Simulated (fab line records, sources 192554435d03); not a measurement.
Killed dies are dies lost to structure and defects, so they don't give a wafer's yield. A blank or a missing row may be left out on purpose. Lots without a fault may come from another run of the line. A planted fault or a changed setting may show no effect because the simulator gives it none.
fab line records | flow n5_finfet | part 1 of 2: steps 1 to 4 of 6
record lots=24 wafers=72 last_day=18
route steps=1938 shown BEOL_M7@1331 BEOL_M8@1333
lots that met no fault: from a run of the same line without faults
start_h: hours from the record's first day to the start of the lot's first wafer shown | wait_h: hours since the lot's step before | " the same as in the row above | L1.1+2: a row that stands for several wafers | - no value, or no start given | * or withheld: withheld | < > ~ a bound
route shown NAME@n: a module of which the file shows steps, and the number in the route of the first | usual: mean/standard deviation of fault-free wafers | same: alike in all rows | chamber/n: place in a boat | sites: the reading at each site | _std_site: their standard deviation | _edge_site: outer sites' mean less inner sites' | radius_mm: how far each site lies from the wafer's centre | mask NAME#n: copy n | behind: the tool/chamber that last shaped the wafer | hold: why the lot was held/for how many hours/how that ended | device: the transistor (n, p or np) that didn't switch | end of line: the same wafers' tests at the end of the route | a step without rows: its recipe alone | killed: dies lost to structure and defects at the first sort, not the wafer's yield | map: a wafer's dies, x killed, . not, _ none there
set.NAME: the setting as run; set.NAME@STEP: as run at that earlier step | model.NAME: the simulator's own value behind a step, which no gauge read
steps of the route over a sample of lots; a table a step, a row a wafer
services: from which hour (start_h, from the record's first day; less than 0 if before it) a tool's chamber was out of use, for how many hours, and why
## steps
# step N5_BEOL_M7_INSPECT_58
# recipe inspect_instrument=darkfield mode=post_dep
# usual raw_defect_count=72/27
# columns lot.wafer tool chamber start_h wait_h raw_defect_count
L076.1 defect_inspect-01 - 198.47 0.0 51
L076.2 " - " " 99
L076.4 " - " " 79
L074.2 defect_inspect-01 - 200.11 0.0 65
L074.3 " - " " 37
L074.4 " - " " 56
L075.3 defect_inspect-01 - 215.12 0.0 70
L075.4 " - " " 95
L075.5 " - " " 42
L077.1 defect_inspect-01 - 215.96 0.0 43
L077.4 " - " " 33
L077.6 " - " " 58
L078.3 defect_inspect-02 - 220.97 0.0 61
L078.5 " - " " 112
L078.6 " - " " 87
L079.1 defect_inspect-01 - 230.06 0.0 57
L079.2 " - " " 82
L079.6 " - " " 81
L081.2 defect_inspect-01 - 240.30 0.0 65
L081.4 " - " " 75
L081.5 " - " " 69
L082.4 defect_inspect-02 - 241.53 0.0 65
L082.5 " - " " 78
L082.6 " - " " 88
L083.1 defect_inspect-01 - 248.42 0.0 59
L083.2 " - " " 42
L083.6 " - " " 51
L080.1 defect_inspect-01 - 249.06 0.0 89
L080.2 " - " " 146
L080.4 " - " " 81
L084.3 defect_inspect-02 - 256.01 0.0 70
L084.5 " - " " 66
L084.6 " - " " 55
L085.1 defect_inspect-02 - 267.09 0.0 58
L085.3 " - " " 50
L085.5 " - " " 84
L086.1 defect_inspect-01 - 280.87 0.0 61
L086.2 " - " " 60
L086.3 " - " " 56
L087.1 defect_inspect-01 - 289.41 0.0 29
L087.3 " - " " 41
L087.4 " - " " 36
L088.1 defect_inspect-01 - 292.06 0.0 34
L088.4 " - " " 89
L088.5 " - " " 58
L090.3 defect_inspect-01 - 295.42 0.0 67
L090.4 " - " " 110
L090.6 " - " " 99
L091.2 defect_inspect-02 - 300.34 0.0 104
L091.3 " - " " 88
L091.6 " - " " 86
L089.3 defect_inspect-01 - 307.07 0.0 144
L089.5 " - " " 139
L089.6 " - " " 126
L092.2 defect_inspect-02 - 312.88 0.0 79
L092.3 " - " " 74
L092.4 " - " " 76
L094.1 defect_inspect-02 - 314.03 0.0 78
L094.2 " - " " 108
L094.4 " - " " 125
L093.1 defect_inspect-02 - 316.71 0.0 70
L093.2 " - " " 52
L093.4 " - " " 80
L095.2 defect_inspect-01 - 324.44 0.0 53
L095.3 " - " " 82
L095.4 " - " " 72
L096.3 defect_inspect-01 - 336.58 0.0 39
L096.5 " - " " 46
L096.6 " - " " 50
L097.1 defect_inspect-02 - 344.86 0.0 107
L097.4 " - " " 88
L097.5 " - " " 79
# step N5_BEOL_M8_CURE_74
# recipe temp_c=385 time_s=240 ambient=He/Ar material=SiCOH_lowk
# usual lamp_power_pct=52.32/0.05 wafer_temp_C_max=386.8/0.42
# columns lot.wafer tool chamber start_h wait_h lamp_power_pct wafer_temp_C_max
L076.1 uv_cure-02 1 198.58 0.0 52.31 387.4
L076.2 " 1 " " 52.35 387.1
L076.4 " 1 " " 52.31 387.6
L074.2 uv_cure-01 2 200.29 0.1 52.39 386.7
L074.3 " 2 " " 52.23 386.6
L074.4 " 2 " " 52.22 386.5
L075.3 uv_cure-03 0 215.88 0.7 52.33 386.2
L075.4 " 0 " " 52.34 386.0
L075.5 " 0 " " 52.32 386.4
L077.1 uv_cure-02 2 216.06 0.0 52.23 386.6
L077.4 " 2 " " 52.33 386.5
L077.6 " 2 " " 52.37 386.2
L078.3 uv_cure-01 0 221.41 0.4 52.32 387.2
L078.5 " 0 " " 52.27 386.8
L078.6 " 0 " " 52.30 386.5
L079.1 uv_cure-01 0 230.16 0.0 52.31 386.7
L079.2 " 0 " " 52.36 387.1
L079.6 " 0 " " 52.27 386.1
L081.2 uv_cure-01 0 240.48 0.1 52.31 387.3
L081.4 " 0 " " 52.32 386.6
L081.5 " 0 " " 52.36 386.9
L082.4 uv_cure-02 0 241.87 0.3 52.43 386.6
L082.5 " 0 " " 52.40 386.6
L082.6 " 0 " " 52.25 387.4
L083.1 uv_cure-02 1 248.52 0.0 52.33 387.7
L083.2 " 1 " " 52.41 387.4
L083.6 " 1 " " 52.42 387.3
L080.1 uv_cure-01 1 249.16 0.0 52.33 386.6
L080.2 " 1 " " 52.41 387.2
L080.4 " 1 " " 52.29 386.6
L084.3 uv_cure-03 1 256.43 0.4 52.39 386.5
L084.5 " 1 " " 52.27 387.0
L084.6 " 1 " " 52.24 387.5
L085.1 uv_cure-03 0 267.19 0.0 52.29 386.8
L085.3 " 0 " " 52.34 386.2
L085.5 " 0 " " 52.41 386.6
L086.1 uv_cure-01 0 280.99 0.1 52.35 386.6
L086.2 " 0 " " 52.36 386.6
L086.3 " 0 " " 52.30 386.4
L087.1 uv_cure-03 2 289.51 0.0 52.30 386.4
L087.3 " 2 " " 52.30 386.4
L087.4 " 2 " " 52.36 386.9
L088.1 uv_cure-01 0 292.16 0.0 52.36 386.7
L088.4 " 0 " " 52.43 386.6
L088.5 " 0 " " 52.25 387.0
L090.3 uv_cure-02 2 295.68 0.2 52.33 386.9
L090.4 " 2 " " 52.36 387.2
L090.6 " 2 " " 52.29 386.5
L091.2 uv_cure-02 2 300.52 0.1 52.31 386.6
L091.3 " 2 " " 52.38 386.7
L091.6 " 2 " " 52.28 386.6
L089.3 uv_cure-02 1 307.33 0.2 52.28 387.0
L089.5 " 1 " " 52.22 387.3
L089.6 " 1 " " 52.24 387.0
L092.2 uv_cure-01 1 313.06 0.1 52.27 386.6
L092.3 " 1 " " 52.26 386.6
L092.4 " 1 " " 52.32 386.5
L094.1 uv_cure-02 1 314.23 0.1 52.34 387.6
L094.2 " 1 " " 52.22 387.0
L094.4 " 1 " " 52.35 386.9
L093.1 uv_cure-03 1 316.82 0.0 52.31 387.1
L093.2 " 1 " " 52.37 386.6
L093.4 " 1 " " 52.28 386.0
L095.2 uv_cure-03 1 324.62 0.1 52.32 386.7
L095.3 " 1 " " 52.37 387.2
L095.4 " 1 " " 52.28 387.0
L096.3 uv_cure-01 2 336.84 0.2 52.33 386.8
L096.5 " 2 " " 52.28 386.5
L096.6 " 2 " " 52.38 386.7
L097.1 uv_cure-03 0 344.96 0.0 52.34 386.1
L097.4 " 0 " " 52.31 386.1
L097.5 " 0 " " 52.32 386.3
# step N5_BEOL_M8_ETCH_62
# recipe chemistry=N2/H2 target=SOC target_depth_a=1100 overetch_a=220 mask_material=SiARC temp_c=40 time_s=165 ion_energy_ev=200 pressure_mtorr=30 source_w=840 bias_w=150 n2_flow_sccm=200 h2_flow_sccm=200
# usual bias_w=150.0/0.39 drypump_motor_current_A=5.6/0.35 oes_product_au=0.67/0.072 rf_vpp_V=524.5/2.4 showerhead_plenum_p_Torr=2.57/0.083 throttle_valve_pct=17.71/0.2
# columns lot.wafer tool chamber start_h wait_h bias_w drypump_motor_current_A oes_product_au rf_hours_counter_h rf_vpp_V showerhead_plenum_p_Torr throttle_valve_pct
L076.1 rie_diel-05 2 200.43 0.0 149.8 5.8 0.59 204 527.3 2.62 17.37
L076.2 " 1 " " 149.4 5.4 0.81 5 521.8 2.51 17.77
L076.4 " 3 " " 150.3 5.7 0.60 215 523.6 2.50 17.58
L074.2 rie_diel-02 3 202.49 0.0 149.7 5.5 0.73 48 521.7 2.49 17.83
L074.3 " 2 " " 149.8 6.6 0.64 161 520.6 2.42 17.71
L074.4 " 0 " " 150.2 5.4 0.66 122 523.3 2.56 17.59
L077.1 rie_diel-04 1 217.66 0.0 150.6 5.4 0.76 18 522.6 2.51 17.50
L077.4 " 2 " " 150.3 5.7 0.62 190 526.4 2.63 18.10
L077.6 " 0 " " 149.8 5.9 0.63 - 524.9 2.54 17.74
L075.3 rie_diel-05 2 218.51 0.0 149.8 5.8 0.60 210 527.6 2.62 17.40
L075.4 " 3 " " 149.7 5.7 0.59 220 524.4 2.49 17.58
L075.5 " 1 " " 150.2 5.4 0.80 - 523.0 2.51 17.76
L078.3 rie_diel-05 1 224.82 0.0 150.2 5.4 0.79 13 522.8 2.50 17.77
L078.5 " 2 " " 149.1 5.8 0.59 - 528.1 2.62 17.40
L078.6 " 1 " " 150.3 5.4 0.79 - 523.0 2.50 17.79
L079.1 rie_diel-04 3 232.20 0.0 149.9 5.0 0.74 54 527.4 2.69 17.64
L079.2 " 2 " " 149.5 5.7 0.62 194 525.4 2.63 18.11
L079.6 " 0 " " 149.7 5.9 0.63 - 523.1 2.54 17.75
L081.2 rie_diel-04 3 243.25 0.0 150.3 4.9 0.73 58 528.7 2.69 17.65
L081.4 " 0 " " 149.8 5.9 0.62 194 523.2 2.53 17.77
L081.5 " 0 " " 149.8 5.9 0.63 - 524.0 2.53 17.75
L082.4 rie_diel-05 2 243.57 0.0 149.6 5.8 0.59 218 524.9 2.61 17.40
L082.5 " 1 " " 149.6 5.4 0.78 - 524.2 2.50 17.77
L082.6 " 2 " " 149.4 5.8 0.58 - 525.9 2.61 17.40
L083.1 rie_diel-02 0 251.40 0.0 150.4 5.4 0.65 140 523.6 2.55 17.63
L083.2 " 2 " " 150.0 6.6 0.62 180 522.8 2.42 17.74
L083.6 " 2 " " 150.0 6.6 0.62 - 520.5 2.42 17.76
L080.1 rie_diel-05 2 251.43 0.0 149.7 5.8 0.58 222 526.7 2.61 17.42
L080.2 " 1 " " 150.5 5.4 0.78 22 521.9 2.50 17.79
L080.4 " 3 " " 149.7 5.7 0.59 233 523.7 2.49 17.60
L084.3 rie_diel-05 2 258.65 0.0 150.3 5.8 0.57 224 525.6 2.61 17.41
L084.5 " 2 " " 149.3 5.8 0.58 - 525.3 2.61 17.41
L084.6 " 1 " " 150.2 5.4 0.77 - 522.3 2.50 17.80
L085.1 rie_diel-04 3 269.13 0.0 150.3 5.0 0.72 70 527.4 2.69 17.68
L085.3 " 1 " " 149.8 5.4 0.73 39 521.7 2.50 17.56
L085.5 " 1 " " 150.0 5.4 0.73 - 523.7 2.50 17.54
L086.1 rie_diel-02 2 283.06 0.0 150.2 6.6 0.62 190 521.0 2.41 17.77
L086.2 " 1 " " 149.9 5.4 0.72 39 523.8 2.60 17.87
L086.3 " 0 " " 150.5 5.4 0.65 149 522.5 2.55 17.64
L087.1 rie_diel-05 2 290.67 0.0 150.2 5.8 0.58 233 525.4 2.61 17.42
L087.3 " 0 " " 149.8 5.6 0.69 88 527.3 2.69 17.86
L087.4 " 3 " " 149.6 5.7 0.58 245 522.4 2.48 17.61
L088.1 rie_diel-05 2 293.59 0.0 149.7 5.8 0.58 235 526.9 2.61 17.42
L088.4 " 0 " " 149.6 5.6 0.69 89 527.0 2.69 17.86
L088.5 " 2 " " 149.4 5.8 0.58 - 525.7 2.61 17.44
L090.3 rie_diel-05 1 297.55 0.0 148.8 5.4 0.74 37 521.5 2.50 17.84
L090.4 " 0 " " 150.0 5.6 0.69 91 528.2 2.69 17.87
L090.6 " 1 " " 149.5 5.4 0.74 - 521.8 2.49 17.82
L091.2 rie_diel-04 3 301.60 0.0 149.7 5.0 0.71 81 525.9 2.68 17.70
L091.3 " 1 " " 150.1 5.4 0.72 49 521.9 2.50 17.57
L091.6 " 2 " " 150.7 5.7 0.60 - 524.9 2.62 18.15
L089.3 rie_diel-05 2 308.77 0.0 149.8 5.8 0.58 240 526.5 2.60 17.46
L089.5 " 1 " " 150.0 5.4 0.74 - 520.6 2.49 17.80
L089.6 " 2 " " 149.9 5.8 0.56 - 525.6 2.60 17.44
L092.2 rie_diel-05 1 314.86 0.0 150.6 5.4 0.73 44 523.2 2.49 17.82
L092.3 " 2 " " 150.3 5.8 0.57 243 526.3 2.60 17.44
L092.4 " 1 " " 150.1 5.4 0.73 - 523.1 2.49 17.83
L094.1 rie_diel-04 0 316.42 0.0 150.4 5.9 0.61 219 523.9 2.52 17.80
L094.2 " 3 " " 149.7 4.9 0.71 84 527.2 2.68 17.69
L094.4 " 2 " " 150.2 5.7 0.60 223 526.0 2.61 18.16
L093.1 rie_diel-02 2 319.04 0.0 150.3 6.6 0.61 203 520.9 2.41 17.80
L093.2 " 0 " " 149.8 5.4 0.64 162 525.0 2.54 17.67
L093.4 " 2 " " 150.1 6.6 0.62 - 518.9 2.41 17.77
L095.2 rie_diel-04 1 326.38 0.0 149.8 5.4 0.71 57 521.4 2.50 17.58
L095.3 " 2 " " 150.2 5.7 0.59 228 525.3 2.61 18.17
L095.4 " 0 " " 149.6 5.9 0.61 223 523.1 2.52 17.79
L096.3 rie_diel-04 0 340.08 0.0 150.5 5.9 0.61 228 523.4 2.52 17.84
L096.5 " 3 " " 150.0 5.0 0.70 - 527.7 2.68 17.72
L096.6 " 0 " " 149.8 5.9 0.61 - 523.0 2.52 17.80
L097.1 rie_diel-05 1 346.98 0.0 149.7 5.4 0.72 57 521.8 2.49 17.84
L097.4 " 0 " " 149.4 5.6 0.67 114 527.4 2.68 17.91
L097.5 " 1 " " 150.0 5.4 0.72 - 521.9 2.49 17.85
# step N5_BEOL_M8_STRIP_19
# recipe chemistry=O2 power_w=400 temp_c=40 pressure_mtorr=30 rf_frequency_hz=6e+07 bias_power_w=0 overash_fraction=0.2 o2_flow_sccm=225
# usual drypump_motor_current_A=5.6/0.43 oes_product_au=0.79/0.07 rf_vpp_V=3.7/0.6 showerhead_plenum_p_Torr=2.10/0.064 throttle_valve_pct=16.58/0.16
# columns lot.wafer tool chamber start_h wait_h drypump_motor_current_A oes_product_au rf_hours_counter_h rf_vpp_V showerhead_plenum_p_Torr throttle_valve_pct
L076.1 rie_diel-04 2 200.73 0.1 5.7 0.73 184 3.8 2.17 16.82
L076.2 " 1 " " 5.4 0.91 12 3.8 2.06 16.19
L076.4 " 3 " " 5.0 0.88 43 4.6 2.23 16.43
L074.2 rie_diel-02 2 202.79 0.1 6.6 0.76 161 3.1 2.02 16.64
L074.3 " 3 " " 5.5 0.88 48 3.8 2.05 16.68
L074.4 " 1 " " 5.4 0.92 12 2.9 2.12 16.46
L077.1 rie_diel-02 0 217.96 0.1 5.4 0.78 127 3.3 2.10 16.47
L077.4 " 1 " " 5.4 0.89 17 3.5 2.11 16.46
L077.6 " 3 " " 5.5 0.87 - 4.7 2.05 16.65
L075.3 rie_diel-05 0 218.83 0.1 5.6 0.83 64 3.8 2.22 16.56
L075.4 " 3 " " 5.7 0.69 220 3.0 2.09 16.69
L075.5 " 2 " " 5.8 0.69 - 4.6 2.15 16.33
L078.3 rie_diel-04 1 225.12 0.1 5.4 0.89 20 4.1 2.06 16.22
L078.5 " 0 " " 5.9 0.76 - 4.1 2.09 16.63
L078.6 " 1 " " 5.4 0.90 - 2.5 2.06 16.23
L079.1 rie_diel-04 1 232.50 0.1 5.4 0.90 22 3.9 2.06 16.21
L079.2 " 3 " " 4.9 0.86 54 2.8 2.23 16.44
L079.6 " 0 " " 5.9 0.75 - 3.2 2.09 16.63
L081.2 rie_diel-04 1 243.65 0.2 5.4 0.87 27 3.0 2.06 16.23
L081.4 " 0 " " 5.9 0.76 195 3.2 2.09 16.63
L081.5 " 3 " " 5.0 0.85 - 3.0 2.23 16.44
L082.4 rie_diel-02 2 244.02 0.2 6.6 0.74 176 4.0 2.02 16.68
L082.5 " 2 " " 6.6 0.76 - 4.2 2.02 16.69
L082.6 " 3 " " 5.5 0.85 - 4.7 2.04 16.70
L083.1 rie_diel-05 0 251.70 0.1 5.6 0.82 76 3.3 2.21 16.56
L083.2 " 1 " " 5.4 0.91 22 3.4 2.06 16.54
L083.6 " 3 " " 5.7 0.68 - 3.5 2.08 16.73
L080.1 rie_diel-04 3 251.82 0.1 5.0 0.85 63 2.8 2.22 16.45
L080.2 " 2 " " 5.7 0.72 204 3.5 2.16 16.87
L080.4 " 0 " " 5.9 0.75 199 3.5 2.08 16.65
L084.3 rie_diel-02 2 258.95 0.1 6.6 0.74 182 3.3 2.01 16.70
L084.5 " 3 " " 5.5 0.84 - 3.8 2.04 16.69
L084.6 " 0 " " 5.4 0.76 - 3.2 2.10 16.50
L085.1 rie_diel-04 3 269.43 0.1 5.0 0.83 70 2.8 2.22 16.46
L085.3 " 1 " " 5.4 0.85 39 4.0 2.05 16.23
L085.5 " 0 " " 5.9 0.74 - 2.9 2.08 16.66
L086.1 rie_diel-04 2 283.41 0.1 5.7 0.70 213 5.0 2.16 16.88
L086.2 " 0 " " 5.9 0.73 210 4.0 2.08 16.65
L086.3 " 3 " " 5.0 0.84 75 4.4 2.22 16.47
L087.1 rie_diel-05 0 291.00 0.1 5.6 0.81 88 3.6 2.21 16.61
L087.3 " 2 " " 5.8 0.68 234 3.7 2.14 16.36
L087.4 " 3 " " 5.7 0.67 245 3.5 2.08 16.74
L088.1 rie_diel-02 2 293.89 0.1 6.6 0.73 193 3.3 2.01 16.70
L088.4 " 0 " " 5.4 0.76 153 3.9 2.10 16.53
L088.5 " 3 " " 5.5 0.83 - 2.9 2.04 16.72
L090.3 rie_diel-05 0 297.85 0.1 5.6 0.81 91 3.9 2.21 16.59
L090.4 " 2 " " 5.8 0.67 236 3.8 2.14 16.36
L090.6 " 0 " " 5.6 0.82 - 4.0 2.21 16.61
L091.2 rie_diel-02 3 301.90 0.1 5.5 0.84 84 3.1 2.04 16.73
L091.3 " 0 " " 5.4 0.75 155 3.8 2.10 16.51
L091.6 " 0 " " 5.4 0.76 - 3.6 2.10 16.53
L089.3 rie_diel-02 1 309.07 0.1 5.4 0.85 47 4.8 2.10 16.54
L089.5 " 1 " " 5.4 0.83 - 4.6 2.10 16.55
L089.6 " 2 " " 6.6 0.71 - 3.4 2.01 16.71
L092.2 rie_diel-02 0 315.15 0.1 5.4 0.75 160 3.4 2.09 16.52
L092.3 " 2 " " 6.6 0.72 201 3.9 2.01 16.73
L092.4 " 2 " " 6.6 0.72 - 4.3 2.01 16.73
L094.1 rie_diel-05 1 316.77 0.1 5.4 0.88 45 4.0 2.05 16.62
L094.2 " 0 " " 5.6 0.80 99 3.8 2.20 16.61
L094.4 " 0 " " 5.6 0.81 - 3.5 2.20 16.61
L093.1 rie_diel-04 3 319.34 0.1 4.9 0.83 87 3.2 2.22 16.49
L093.2 " 2 " " 5.7 0.70 224 3.3 2.16 16.91
L093.4 " 1 " " 5.4 0.84 54 4.5 2.05 16.28
L095.2 rie_diel-02 3 326.68 0.1 5.5 0.82 88 3.9 2.04 16.74
L095.3 " 1 " " 5.3 0.84 56 2.6 2.10 16.56
L095.4 " 0 " " 5.4 0.75 166 2.7 2.09 16.55
L096.3 rie_diel-02 3 340.38 0.1 5.5 0.82 94 3.6 2.03 16.76
L096.5 " 1 " " 5.4 0.83 - 4.4 2.10 16.54
L096.6 " 0 " " 5.4 0.75 - 3.6 2.09 16.59
L097.1 rie_diel-02 0 347.27 0.1 5.4 0.74 173 3.1 2.09 16.56
L097.4 " 2 " " 6.6 0.71 214 4.4 2.00 16.74
L097.5 " 1 " " 5.4 0.84 - 2.4 2.10 16.54
